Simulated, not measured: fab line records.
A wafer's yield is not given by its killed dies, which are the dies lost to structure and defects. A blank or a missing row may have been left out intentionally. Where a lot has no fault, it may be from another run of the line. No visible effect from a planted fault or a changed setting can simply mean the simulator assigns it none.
Chamber matching	flow nand_harc	NHARC_A_BONDPAD_DESCUM_11 on rie_diel-07: 4 sister chambers
The step chemistry O2, time 3 s. 7 wafers are shown with their chamber, then 8 later ones without.

## WAFERS PAIRED WITH THEIR CHAMBERS
wafer	chamber	oes_product_au (a.u.)	throttle_valve_pct (%)
L679.1	0	1.009	11.318
L681.1	3	1.023	11.304
L686.6	3	1.006	11.321
L696.2	1	1.012	11.316
L696.3	2	0.993	11.308
L696.6	1	1.011	11.313
L695.1	2	0.987	11.323

## WAFERS MISSING THEIR CHAMBER
wafer	oes_product_au (a.u.)	throttle_valve_pct (%)
L695.3	1.008	11.316
L695.4	1.006	11.316
L697.3	0.986	11.299
L697.4	1.001	11.299
L697.6	1.001	11.299
L700.1	0.991	11.306
L700.3	0.994	11.303
L700.6	1.002	11.329

## THE CHAMBER EACH PASSED THROUGH
wafer	from the rows above	in truth
L695.3	can't be placed: 0 or 1 or 3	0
L695.4	can't be placed: 0 or 1 or 3 or 2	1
L697.3	can't be placed: 2 or 0 or 1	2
L697.4	can't be placed: 1 or 0 or 2 or 3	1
L697.6	can't be placed: 1 or 0 or 2 or 3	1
L700.1	can't be placed: 2 or 0 or 1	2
L700.3	can't be placed: 2 or 0 or 1 or 3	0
L700.6	can't be placed: 0 or 1 or 2 or 3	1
Placed correctly: 0 of 8. Can't be placed from these rows: 8 (the true chamber is among the candidates in 8). Number placed wrongly: 0.
How it was worked out, from the rows above alone: a wafer's distance from a chamber is the root of the sum, over the readings, of the square of ((its reading less the chamber's mean) divided by the reading's scatter). If the next closest chamber is less than 2 further off than the closest, the wafer can't be placed; otherwise it belongs to the closest. The mean given for a chamber averages the wafers shown for that chamber. How the scatter is found: for the shown wafers, subtract from each reading the mean of its chamber, square and add these, divide the total by (wafers less chambers), then take the root.
